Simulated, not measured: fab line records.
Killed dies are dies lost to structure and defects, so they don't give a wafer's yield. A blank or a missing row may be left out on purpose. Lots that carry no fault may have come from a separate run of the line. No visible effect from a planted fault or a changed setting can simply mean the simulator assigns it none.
A lot that was struck, set against a sound lot -- flow nand-harc -- 14 out of 1302 route steps
Sound: these wafers, L327.1, L327.3, L327.6. The struck wafers were L324.4, L324.5, L324.6. The cause comes at the end.
Each step with rows lists, per side, the tool, then ch with its chambers, then its first start. Under that, the readings that differ: sound wafers -- struck wafers -- difference of the means -- sigmas: that difference in standard deviations of wafers without a fault.
alike: same words and numbers on both sides, and readings whose means sit less than 2 such deviations apart. not compared: any withheld reading, any reading some wafer has no value for, any bound like >300 that may hide the same value, and any number with overlapping values for which the record gives no deviation.
A row with sigmas, a row that says differs or no value, or rows on one side alone: a step with any of these is where the two part. When numbers do not overlap yet have no deviation, they are printed without sigmas and do not part them. A reading missing from all wafers of one side parts the sides only when that side holds two or more wafers.

NHARC_P_GATE_RTA_82: time 30 s.
  sound on rtp-anneal-01 ch 0, day 14 16:37; struck on rtp-anneal-01 ch 0, day 13 04:56
  alike: anneal-temp-c-max, lamp-power-pct, wafer_temp_C_max
NHARC_P_GATE_INSPECT_68:
  sound: defect-inspect-01 at day 14 16:49; struck: defect-inspect-01 at day 13 05:02
  alike: raw-defect-count
NHARC_P_CONTACT_DEP_30: deposits SiNx, target thk 30 nm.
  sound on pecvd-01 ch 1,2, day 14 16:53; struck on pecvd-03 ch 0,1,2, day 13 05:13
  alike: heater-power-outer-w, heater-power-w
NHARC_P_CONTACT_DEP_00: deposits SiO2, target thk 500 nm.
  sound on pecvd-01 ch 1,2; struck on pecvd-03 ch 0,1,2
  alike: heater-power-outer-w, heater-power-w, throttle-valve-pct
NHARC_P_CONTACT_CMP_01: polishes SiO2, target thk 200 nm.
  sound on cmp-03 ch 1,2,3, day 14 17:36; struck on cmp-03 ch 1,2, day 13 05:49
  alike: edge-zone-pressure-frac, motor-current-A
then, 6 steps without rows for these wafers: NHARC_P_CONTACT_SRD_03; NHARC_P_CONTACT_DEHYDRATE_04 (time 120 s); NHARC_P_CONTACT_HMDS_05 (time 30 s); NHARC_P_CONTACT_COAT_33 (time 75 s); NHARC_P_CONTACT_COAT_34 (time 65 s); NHARC_P_CONTACT_COAT_06 (resist thk 90 nm).
NHARC_P_CONTACT_SOFTBAKE_07: time 55 s.
  sound on litho-track-06 ch 0, day 14 18:00; struck on litho-track-01 ch 0, day 13 06:00
reading,sound,struck,difference,sigmas
heater-power-total-W (W),188.55 188.61 188.44,193.19 193.12 193.13,+4.61,+33
  alike: chill-plate-temp-C
then, 1 step without rows for these wafers: NHARC_P_CONTACT_EBR_08.
-- record jumps: 19 days between struck wafers' starts before vs after; left off in module P_CONTACT, resumes in module END, first step shown is number 1302 of the route --
NHARC_END_SORT_01:
  sound on prober-01 ch 0, day 33 10:52; struck on prober-01 ch 0, day 32 17:22
  alike: killed-at-array, killed-at-other, killed-at-periphery, killed-dies, killed-open, killed-short

WHERE THEY PART
Within this record, at NHARC_P_CONTACT_SOFTBAKE_07 only. Later steps at which nothing parts them and some readings are alike: NHARC_END_SORT_01.

WHY: whatever the simulator had introduced
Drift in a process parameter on litho-track-01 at NHARC_P_CONTACT_SOFTBAKE_07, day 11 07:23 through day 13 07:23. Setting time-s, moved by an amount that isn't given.
